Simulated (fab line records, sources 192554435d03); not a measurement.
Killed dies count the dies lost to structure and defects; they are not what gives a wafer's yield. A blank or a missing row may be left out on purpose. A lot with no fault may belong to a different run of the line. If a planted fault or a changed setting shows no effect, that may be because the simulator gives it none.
fab line records | flow n5_finfet
record: lots: 24 wafers: 72 last_day: 18
route steps=1938 shown BEOL_M2@909 BEOL_M3@991 BEOL_M4@1023
lots that met no fault: from a run of the same line without faults
start_h: start of the lot's first displayed wafer, in hours after the record's first day | wait_h: time in hours since the lot's previous step | " identical to the entry in the row above | L1.1+2: a single row standing in for several wafers | - either no value or no given start | * or withheld: withheld | < > ~ a bound
route shown NAME@n: NAME is a module with steps in the file, n the number in the route of the first one | usual: the fault-free wafers' mean and standard deviation | same: alike in all rows | chamber/n: place in a boat | sites: each site's reading | _std_site: their standard deviation | _edge_site: the outer-site mean with the inner-site mean subtracted | radius_mm: how far each site lies from the wafer's centre | mask NAME#n: copy n | behind: tool/chamber where the wafer was last shaped | hold: reason for holding the lot/hours on hold/outcome of the hold | device: which transistor (n, p or np) failed to switch | end of line: tests run on the same wafers once the route is complete | for a step that has no rows: nothing shown but its recipe | killed: not the wafer's yield, but the dies lost to structure and defects at the first sort | map: a wafer's dies, x killed, . not, _ none there
set.NAME: the setting the step ran with; set.NAME@STEP: the setting that earlier step ran with | model.NAME: the simulator's own value behind a step, which no gauge read
a sample of lots followed through the steps of the route, with each step as a table and each wafer as a row
services: when a tool's chamber went out of use (start_h, in hours from the record's first day, below 0 if earlier), for how many hours, and the reason
== steps ==
step: N5_BEOL_M2_ANNEAL_82
recipe: temp_c: 400 time_s: 240 ambient: vacuum
usual: heater_power_w: 859/76
columns lot.wafer tool chamber start_h wait_h heater_power_w
L074.1 pvd_sputter-03 - 141.41 0.0 746
L074.4 " - " " 854
L074.5 " - " " 879
L075.2 pvd_sputter-01 - 141.98 0.0 917
L075.4 " - " " 916
L075.6 " - " " 899
L076.1 pvd_sputter-03 - 149.91 0.0 854
L076.2 " - " " 732
L076.4 " - " " 769
L077.1 pvd_sputter-03 - 155.05 0.0 756
L077.2 " - " " 860
L077.5 " - " " 752
L078.2 pvd_sputter-01 - 165.44 0.0 912
L078.4 " - " " 924
L078.6 " - " " 840
L079.3 pvd_sputter-02 - 168.50 0.0 801
L079.4 " - " " 1053
L079.6 " - " " 841
L080.3 pvd_sputter-01 - 174.78 0.0 813
L080.5 " - " " 828
L080.6 " - " " 921
L081.2 pvd_sputter-01 - 182.99 0.0 928
L081.3 " - " " 900
L081.4 " - " " 833
L082.2 pvd_sputter-03 - 191.84 0.0 875
L082.4 " - " " 760
L082.6 " - " " 879
L083.1 pvd_sputter-02 - 193.56 0.0 1031
L083.2 " - " " 815
L083.3 " - " " 839
L084.2 pvd_sputter-02 - 202.51 0.0 925
L084.4 " - " " 1005
L084.5 " - " " 841
L085.1 pvd_sputter-01 - 208.18 0.0 903
L085.3 " - " " 809
L085.5 " - " " 900
L086.2 pvd_sputter-02 - 213.80 0.0 895
L086.3 " - " " 834
L086.6 " - " " 813
L087.1 pvd_sputter-01 - 215.49 0.0 923
L087.3 " - " " 870
L087.6 " - " " 810
L089.1 pvd_sputter-02 - 229.19 0.0 846
L089.5 " - " " 1035
L089.6 " - " " 921
L088.1 pvd_sputter-01 - 231.64 0.0 814
L088.4 " - " " 817
L088.6 " - " " 809
L090.1 pvd_sputter-02 - 234.96 0.0 1046
L090.3 " - " " 941
L090.4 " - " " 808
L093.1 pvd_sputter-01 - 253.42 0.0 846
L093.3 " - " " 915
L093.4 " - " " 892
L091.2 pvd_sputter-03 - 255.18 0.0 865
L091.5 " - " " 742
L091.6 " - " " 850
L092.1 pvd_sputter-02 - 256.82 0.0 907
L092.2 " - " " 827
L092.4 " - " " 1033
L094.1 pvd_sputter-01 - 258.50 0.0 835
L094.5 " - " " 910
L094.6 " - " " 912
L095.3 pvd_sputter-03 - 261.10 0.0 742
L095.4 " - " " 856
L095.6 " - " " 730
L096.1 pvd_sputter-01 - 276.78 0.0 814
L096.4 " - " " 835
L096.5 " - " " 814
L097.1 pvd_sputter-03 - 299.88 0.0 752
L097.3 " - " " 846
L097.5 " - " " 768
step: N5_BEOL_M2_SPUTTER_94
recipe: material: Cu target_thk_a: 45 temp_c: -20 chamber_pressure_pa: 0.07 power_w: withheld time_s: 8.29
usual: chuck_gas_flow_sccm: 1.26/0.053 throttle_valve_pct: 29.9/0.78
columns lot.wafer tool chamber start_h wait_h chuck_gas_flow_sccm throttle_valve_pct
L074.1 pvd_sputter-03 - 142.43 0.1 1.26 29.1
L074.4 " - " " 1.20 29.3
L074.5 " - " " 1.30 29.1
L075.2 pvd_sputter-01 - 143.00 0.1 1.33 29.7
L075.4 " - " " 1.31 30.7
L075.6 " - " " 1.28 29.8
L076.1 pvd_sputter-03 - 150.93 0.1 1.33 29.5
L076.2 " - " " 1.28 29.4
L076.4 " - " " 1.28 30.6
L077.1 pvd_sputter-03 - 156.07 0.1 1.28 30.3
L077.2 " - " " 1.26 29.8
L077.5 " - " " 1.25 29.4
L078.2 pvd_sputter-01 - 166.46 0.1 1.27 31.1
L078.4 " - " " 1.28 29.5
L078.6 " - " " 1.28 30.3
L079.3 pvd_sputter-02 - 169.52 0.1 1.24 29.4
L079.4 " - " " 1.26 31.6
L079.6 " - " " 1.27 28.5
L080.3 pvd_sputter-01 - 175.80 0.1 1.25 29.7
L080.5 " - " " 1.15 29.5
L080.6 " - " " 1.28 31.0
L081.2 pvd_sputter-01 - 184.01 0.1 1.20 31.0
L081.3 " - " " 1.33 29.9
L081.4 " - " " 1.27 30.0
L082.2 pvd_sputter-03 - 192.86 0.1 1.25 29.5
L082.4 " - " " 1.21 29.4
L082.6 " - " " 1.24 29.3
L083.1 pvd_sputter-02 - 194.58 0.1 1.26 31.4
L083.2 " - " " 1.24 29.1
L083.3 " - " " 1.28 29.0
L084.2 pvd_sputter-02 - 203.53 0.1 1.22 30.6
L084.4 " - " " 1.34 31.1
L084.5 " - " " 1.31 28.5
L085.1 pvd_sputter-01 - 209.20 0.1 1.23 29.4
L085.3 " - " " 1.33 29.7
L085.5 " - " " 1.26 29.6
L086.2 pvd_sputter-02 - 214.82 0.1 1.30 30.2
L086.3 " - " " 1.21 28.7
L086.6 " - " " 1.22 28.6
L087.1 pvd_sputter-01 - 216.51 0.1 1.34 31.0
L087.3 " - " " 1.19 30.1
L087.6 " - " " 1.29 29.6
L089.1 pvd_sputter-02 - 230.21 0.1 1.32 28.2
L089.5 " - " " 1.26 31.5
L089.6 " - " " 1.34 30.1
L088.1 pvd_sputter-01 - 232.66 0.1 1.27 30.2
L088.4 " - " " 1.31 29.3
L088.6 " - " " 1.18 29.4
L090.1 pvd_sputter-02 - 235.98 0.1 1.37 31.4
L090.3 " - " " 1.25 30.0
L090.4 " - " " 1.28 29.5
L093.1 pvd_sputter-01 - 254.44 0.1 1.25 30.4
L093.3 " - " " 1.27 29.9
L093.4 " - " " 1.28 30.8
L091.2 pvd_sputter-03 - 256.20 0.1 1.26 29.5
L091.5 " - " " 1.28 29.5
L091.6 " - " " 1.30 29.9
L092.1 pvd_sputter-02 - 257.84 0.1 1.27 30.1
L092.2 " - " " 1.23 29.5
L092.4 " - " " 1.41 31.2
L094.1 pvd_sputter-01 - 259.52 0.1 1.20 30.2
L094.5 " - " " 1.27 31.0
L094.6 " - " " 1.33 29.7
L095.3 pvd_sputter-03 - 262.12 0.1 1.25 29.7
L095.4 " - " " 1.32 29.5
L095.6 " - " " 1.22 29.4
L096.1 pvd_sputter-01 - 277.80 0.1 1.26 29.4
L096.4 " - " " 1.21 30.3
L096.5 " - " " 1.21 29.5
L097.1 pvd_sputter-03 - 300.90 0.1 1.23 29.5
L097.3 " - " " 1.23 29.1
L097.5 " - " " 1.25 30.3
step: N5_BEOL_M3_ALD_84
recipe: material: TaN target_thk_a: * temp_c: 275 ald_precursor_family: PDMAT ald_co_reactant: NH3 pressure_torr: 3 carrier_flow_sccm: 1500 pulse_time_s: 2 purge_time_s: 3 co_reactant_purge_time_s: 2 co_reactant_pulse_time_s: 3 ald_cycles: 30 precursor_vessel_temp_c: 75 precursor_vessel_pressure_torr: 26.25 precursor_vessel_carrier_sccm: 1000
usual: heater_power_w: 395/39
columns lot.wafer tool chamber start_h wait_h heater_power_w
L074.1 ald_metal-01 1 148.23 0.0 396
L074.4 " 0 " " 421
L074.5 " 2 " " 332
L075.2 ald_metal-02 2 151.46 0.1 444
L075.4 " 1 " " 444
L075.6 " 3 " " 359
L076.1 ald_metal-01 2 159.87 0.0 330
L076.2 " 1 " " 391
L076.4 " 0 " " 414
L077.1 ald_metal-01 2 163.95 0.0 321
L077.2 " 0 " " 419
L077.5 " 1 " " 382
L078.2 ald_metal-02 2 176.42 0.0 426
L078.4 " 3 " " 357
L078.6 " 3 " " 366
L079.3 ald_metal-03 0 176.58 0.0 410
L079.4 " 1 " " 390
L079.6 " 3 " " 373
L080.3 ald_metal-02 1 182.85 0.0 445
L080.5 " 2 " " 431
L080.6 " 1 " " 447
L081.2 ald_metal-01 1 192.88 0.0 383
L081.3 " 2 " " 332
L081.4 " 3 " " 435
L082.2 ald_metal-02 2 199.78 0.0 431
L082.4 " 0 " " 346
L082.6 " 0 " " 346
L083.1 ald_metal-02 1 201.59 0.1 447
L083.2 " 2 " " 450
L083.3 " 0 " " 357
L084.2 ald_metal-02 2 211.52 0.0 432
L084.4 " 3 " " 358
L084.5 " 1 " " 443
L085.1 ald_metal-03 2 217.10 0.0 391
L085.3 " 1 " " 389
L085.5 " 1 " " 398
L086.2 ald_metal-03 1 225.05 0.1 383
L086.3 " 0 " " 434
L086.6 " 2 " " 403
L087.1 ald_metal-01 1 227.73 0.0 386
L087.3 " 0 " " 422
L087.6 " 1 " " 384
L089.1 ald_metal-02 0 236.79 0.1 353
L089.5 " 1 " " 441
L089.6 " 2 " " 427
L088.1 ald_metal-02 0 243.39 0.0 349
L088.4 " 2 " " 433
L088.6 " 0 " " 347
L090.1 ald_metal-02 1 243.60 0.2 449
L090.3 " 3 " " 354
L090.4 " 0 " " 353
L093.1 ald_metal-03 2 259.58 0.1 406
L093.3 " 3 " " 373
L093.4 " 0 " " 437
L091.2 ald_metal-02 2 263.36 0.0 436
L091.5 " 0 " " 351
L091.6 " 1 " " 433
L092.1 ald_metal-01 1 264.41 0.3 385
L092.2 " 3 " " 444
L092.4 " 0 " " 410
L094.1 ald_metal-01 1 266.33 0.0 393
L094.5 " 0 " " 425
L094.6 " 3 " " 436
L095.3 ald_metal-01 3 272.07 0.0 429
L095.4 " 1 " " 386
L095.6 " 0 " " 423
L096.1 ald_metal-01 2 285.40 0.1 324
L096.4 " 1 " " 379
L096.5 " 2 " " 328
L097.1 ald_metal-01 0 306.44 0.0 433
L097.3 " 3 " " 434
L097.5 " 0 " " 419
step: N5_BEOL_M3_ANNEAL_49
recipe: temp_c: 400 time_s: 240 ambient: vacuum
usual: heater_power_w: 855/81
columns lot.wafer tool chamber start_h wait_h heater_power_w
L074.1 pvd_sputter-01 - 148.93 0.0 834
L074.4 " - " " 818
L074.5 " - " " 899
L075.2 pvd_sputter-03 - 152.05 0.0 864
L075.4 " - " " 741
L075.6 " - " " 763
L076.1 pvd_sputter-02 - 160.69 0.0 851
L076.2 " - " " 807
L076.4 " - " " 853
L077.1 pvd_sputter-02 - 164.49 0.0 812
L077.2 " - " " 1052
L077.5 " - " " 837
L078.2 pvd_sputter-01 - 176.98 0.0 796
L078.4 " - " " 902
L078.6 " - " " 835
L079.3 pvd_sputter-03 - 177.21 0.0 737
L079.4 " - " " 750
L079.6 " - " " 862
L080.3 pvd_sputter-03 - 183.45 0.0 741
L080.5 " - " " 868
L080.6 " - " " 752
L081.2 pvd_sputter-01 - 193.54 0.0 886
L081.3 " - " " 889
L081.4 " - " " 819
L082.2 pvd_sputter-03 - 200.44 0.0 859
L082.4 " - " " 856
L082.6 " - " " 761
L083.1 pvd_sputter-03 - 202.48 0.0 847
L083.2 " - " " 837
L083.3 " - " " 740
L084.2 pvd_sputter-01 - 212.11 0.0 911
L084.4 " - " " 848
L084.5 " - " " 871
L085.1 pvd_sputter-01 - 218.19 0.0 844
L085.3 " - " " 906
L085.5 " - " " 920
L086.2 pvd_sputter-03 - 225.87 0.0 856
L086.3 " - " " 855
L086.6 " - " " 753
L087.1 pvd_sputter-03 - 228.33 0.0 857
L087.3 " - " " 752
L087.6 " - " " 866
L089.1 pvd_sputter-03 - 237.72 0.0 729
L089.5 " - " " 758
L089.6 " - " " 849
L088.1 pvd_sputter-01 - 243.93 0.0 887
L088.4 " - " " 881
L088.6 " - " " 886
L090.1 pvd_sputter-02 - 244.33 0.0 858
L090.3 " - " " 926
L090.4 " - " " 831
L093.1 pvd_sputter-02 - 260.30 0.0 1028
L093.3 " - " " 930
L093.4 " - " " 848
L091.2 pvd_sputter-03 - 263.96 0.0 723
L091.5 " - " " 877
L091.6 " - " " 765
L092.1 pvd_sputter-03 - 266.08 0.0 752
L092.2 " - " " 851
L092.4 " - " " 856
L094.1 pvd_sputter-02 - 266.89 0.0 946
L094.5 " - " " 1066
L094.6 " - " " 914
L095.3 pvd_sputter-02 - 272.95 0.0 824
L095.4 " - " " 947
L095.6 " - " " 1028
L096.1 pvd_sputter-02 - 287.86 0.0 842
L096.4 " - " " 1038
L096.5 " - " " 793
L097.1 pvd_sputter-02 - 307.24 0.0 796
L097.3 " - " " 825
L097.5 " - " " 817
step: N5_BEOL_M3_SPUTTER_96
recipe: material: Cu target_thk_a: 45 temp_c: -20 chamber_pressure_pa: 0.07 power_w: withheld time_s: 8.29
usual: chuck_gas_flow_sccm: 1.27/0.05 throttle_valve_pct: 29.8/0.75
columns lot.wafer tool chamber start_h wait_h chuck_gas_flow_sccm throttle_valve_pct
L074.1 pvd_sputter-01 - 150.61 0.1 1.26 30.3
L074.4 " - " " 1.21 29.5
L074.5 " - " " 1.29 30.8
L075.2 pvd_sputter-03 - 153.73 0.1 1.29 29.2
L075.4 " - " " 1.31 29.4
L075.6 " - " " 1.16 29.6
L076.1 pvd_sputter-02 - 162.37 0.1 1.36 28.5
L076.2 " - " " 1.34 29.2
L076.4 " - " " 1.28 28.8
L077.1 pvd_sputter-02 - 166.17 0.1 1.32 29.3
L077.2 " - " " 1.33 31.2
L077.5 " - " " 1.34 28.4
L078.2 pvd_sputter-01 - 178.66 0.1 1.27 29.5
L078.4 " - " " 1.21 31.2
L078.6 " - " " 1.23 29.6
L079.3 pvd_sputter-03 - 178.89 0.1 1.28 29.6
L079.4 " - " " 1.17 30.7
L079.6 " - " " 1.27 28.9
L080.3 pvd_sputter-03 - 185.13 0.1 1.24 29.5
L080.5 " - " " 1.27 29.5
L080.6 " - " " 1.19 30.5
L081.2 pvd_sputter-01 - 195.22 0.1 1.23 30.7
L081.3 " - " " 1.30 29.8
L081.4 " - " " 1.31 29.6
L082.2 pvd_sputter-03 - 202.12 0.1 1.25 29.6
L082.4 " - " " 1.22 29.0
L082.6 " - " " 1.31 30.4
L083.1 pvd_sputter-03 - 204.16 0.1 1.28 29.7
L083.2 " - " " 1.22 29.2
L083.3 " - " " 1.32 29.6
L084.2 pvd_sputter-01 - 213.79 0.1 1.19 30.8
L084.4 " - " " 1.26 30.2
L084.5 " - " " 1.25 30.2
L085.1 pvd_sputter-01 - 219.87 0.1 1.33 30.1
L085.3 " - " " 1.27 30.6
L085.5 " - " " 1.27 30.7
L086.2 pvd_sputter-03 - 227.55 0.1 1.27 29.5
L086.3 " - " " 1.22 29.0
L086.6 " - " " 1.27 30.3
L087.1 pvd_sputter-03 - 230.01 0.1 1.25 29.7
L087.3 " - " " 1.21 30.6
L087.6 " - " " 1.21 29.4
L089.1 pvd_sputter-03 - 239.48 0.1 1.20 29.5
L089.5 " - " " 1.19 30.5
L089.6 " - " " 1.26 29.1
L088.1 pvd_sputter-01 - 245.61 0.1 1.23 29.7
L088.4 " - " " 1.25 30.9
L088.6 " - " " 1.22 30.7
L090.1 pvd_sputter-02 - 246.01 0.1 1.27 28.8
L090.3 " - " " 1.26 30.0
L090.4 " - " " 1.36 29.2
L093.1 pvd_sputter-02 - 261.98 0.1 1.25 31.1
L093.3 " - " " 1.20 30.2
L093.4 " - " " 1.26 28.5
L091.2 pvd_sputter-03 - 265.64 0.1 1.25 30.2
L091.5 " - " " 1.26 29.7
L091.6 " - " " 1.27 30.5
L092.1 pvd_sputter-03 - 267.76 0.1 1.26 30.6
L092.2 " - " " 1.28 29.3
L092.4 " - " " 1.15 29.1
L094.1 pvd_sputter-02 - 268.57 0.1 1.20 30.2
L094.5 " - " " 1.36 31.4
L094.6 " - " " 1.35 30.2
L095.3 pvd_sputter-02 - 274.63 0.1 1.30 28.4
L095.4 " - " " 1.28 30.1
L095.6 " - " " 1.22 31.1
L096.1 pvd_sputter-02 - 289.54 0.1 1.29 28.7
L096.4 " - " " 1.28 31.2
L096.5 " - " " 1.25 29.3
L097.1 pvd_sputter-02 - 308.92 0.1 1.23 29.1
L097.3 " - " " 1.26 28.7
L097.5 " - " " 1.37 29.3
step: N5_BEOL_M4_PECVD_72
recipe: material: SiO2 target_thk_a: 160 temp_c: 400 precursor: TEOS/O2 pressure_torr: 5.5 rf_w: 450 teos_flow_sccm: 53.8 gas: O2 flow_sccm: 3000 time_s: 18
usual: heater_power_w: 706/130 showerhead_plenum_p_Torr: 8.76/0.076 throttle_valve_pct: 21.8/1.3
columns lot.wafer tool chamber start_h wait_h heater_power_w showerhead_plenum_p_Torr throttle_valve_pct
L074.1 pecvd-04 2 153.42 0.0 720 8.94 22.9
L074.4 " 1 " " 467 8.65 22.5
L074.5 " 2 " " 728 8.89 22.5
L075.2 pecvd-01 1 157.66 0.0 797 8.76 21.5
L075.4 " 2 " " 764 8.82 21.7
L075.6 " 1 " " 777 8.72 21.5
L076.1 pecvd-04 2 167.34 0.0 876 8.91 22.9
L076.2 " 0 " " 558 8.73 21.8
L076.4 " 1 " " 499 8.66 22.7
L077.1 pecvd-01 0 171.03 0.0 851 8.82 24.5
L077.2 " 2 " " 839 8.81 21.6
L077.5 " 1 " " 717 8.74 21.6
L078.2 pecvd-01 0 182.48 0.0 837 8.82 24.6
L078.4 " 0 " " 851 8.81 24.3
L078.6 " 2 " " 812 8.81 21.3
L079.3 pecvd-02 0 182.99 0.0 790 8.71 21.3
L079.4 " 0 " " 773 8.71 21.3
L079.6 " 1 " " 703 8.65 20.6
L080.3 pecvd-01 1 189.88 0.0 740 8.72 21.5
L080.5 " 0 " " 870 8.83 24.6
L080.6 " 1 " " 734 8.76 21.7
L081.2 pecvd-02 2 199.45 0.0 854 8.79 20.5
L081.3 " 1 " " 649 8.69 20.6
L081.4 " 1 " " 683 8.69 20.8
L082.2 pecvd-04 0 207.23 0.0 542 8.74 21.3
L082.4 " 0 " " 547 8.73 21.5
L082.6 " 0 " " 540 8.77 21.5
L083.1 pecvd-01 2 207.75 0.0 836 8.81 21.6
L083.2 " 0 " " 871 8.83 24.7
L083.3 " 1 " " 757 8.74 21.4
L084.2 pecvd-04 1 218.76 0.0 431 8.63 22.4
L084.4 " 1 " " 436 8.64 22.5
L084.5 " 1 " " 435 8.66 22.7
L085.1 pecvd-01 1 223.67 0.0 769 8.75 21.4
L085.3 " 0 " " 699 8.83 24.2
L085.5 " 0 " " 706 8.84 24.3
L086.2 pecvd-04 0 229.03 0.0 619 8.73 21.7
L086.3 " 1 " " 510 8.65 22.6
L086.6 " 0 " " 612 8.74 21.7
L087.1 pecvd-04 2 233.05 0.0 776 8.87 19.2
L087.3 " 1 " " 531 8.66 22.5
L087.6 " 1 " " 540 8.67 22.9
L089.1 pecvd-02 0 240.69 0.0 683 8.72 21.1
L089.5 " 2 " " 726 8.81 20.5
L089.6 " 0 " " 680 8.73 21.3
L088.1 pecvd-02 1 246.84 0.0 596 8.69 20.3
L088.4 " 0 " " 774 8.71 21.5
L088.6 " 2 " " 874 8.81 20.3
L090.1 pecvd-02 1 247.22 0.0 675 8.68 20.8
L090.3 " 0 " " 792 8.70 21.1
L090.4 " 2 " " 811 8.80 20.5
L093.1 pecvd-04 1 266.23 0.0 522 8.68 22.6
L093.3 " 1 " " 533 8.63 22.4
L093.4 " 2 " " 856 8.91 19.5
L091.2 pecvd-02 1 267.41 0.0 679 8.68 20.7
L091.5 " 2 " " 728 8.82 20.5
L091.6 " 0 " " 806 8.70 21.0
L092.1 pecvd-01 0 268.99 0.0 759 8.84 24.2
L092.2 " 2 " " 862 8.83 21.7
L092.4 " 0 " " 781 8.81 24.2
L094.1 pecvd-04 1 269.80 0.0 467 8.67 22.8
L094.5 " 1 " " 460 8.65 22.7
L094.6 " 2 " " 901 8.90 19.4
L095.3 pecvd-01 1 275.89 0.0 799 8.77 21.5
L095.4 " 1 " " 771 8.74 21.3
L095.6 " 2 " " 788 8.84 21.5
L096.1 pecvd-04 0 290.77 0.0 612 8.73 21.6
L096.4 " 1 " " 490 8.64 22.7
L096.5 " 2 " " 783 8.90 19.6
L097.1 pecvd-01 2 310.16 0.0 739 8.84 21.6
L097.3 " 0 " " 714 8.81 24.6
L097.5 " 1 " " 784 8.75 21.5
== services ==
columns tool chamber start_h hours kind
pecvd-04 0 120.21 5.5 scheduled_down
pecvd-01 1 148.27 5.6 repair
pecvd-02 1 165.64 2.1 scheduled_down
pecvd-04 - 177.19 2.8 pm
ald_metal-03 3 188.01 4.7 repair
pecvd-04 - 194.54 2.1 repair
pecvd-04 2 202.38 - clean
pecvd-04 2 202.38 - consumable_replace:showerhead
pecvd-04 2 202.38 29.0 scheduled_down
pecvd-04 2 202.38 29.0 vent_cycle
ald_metal-02 - 211.10 0.3 repair
ald_metal-02 3 220.56 8.6 repair
pecvd-01 1 228.15 2.1 scheduled_down
ald_metal-01 - 230.84 8.7 pm
pecvd-04 0 258.64 22.5 repair
pecvd-02 2 274.35 22.4 repair
ald_metal-02 3 279.23 4.1 repair
pecvd-04 0 281.17 2.1 scheduled_down
pecvd-01 1 284.50 5.5 scheduled_down
pvd_sputter-03 - 285.89 3.8 repair
ald_metal-02 1 295.78 3.4 repair
pecvd-04 0 298.85 17.7 repair
pecvd-02 0 303.38 4.9 repair
== key ==
fault none
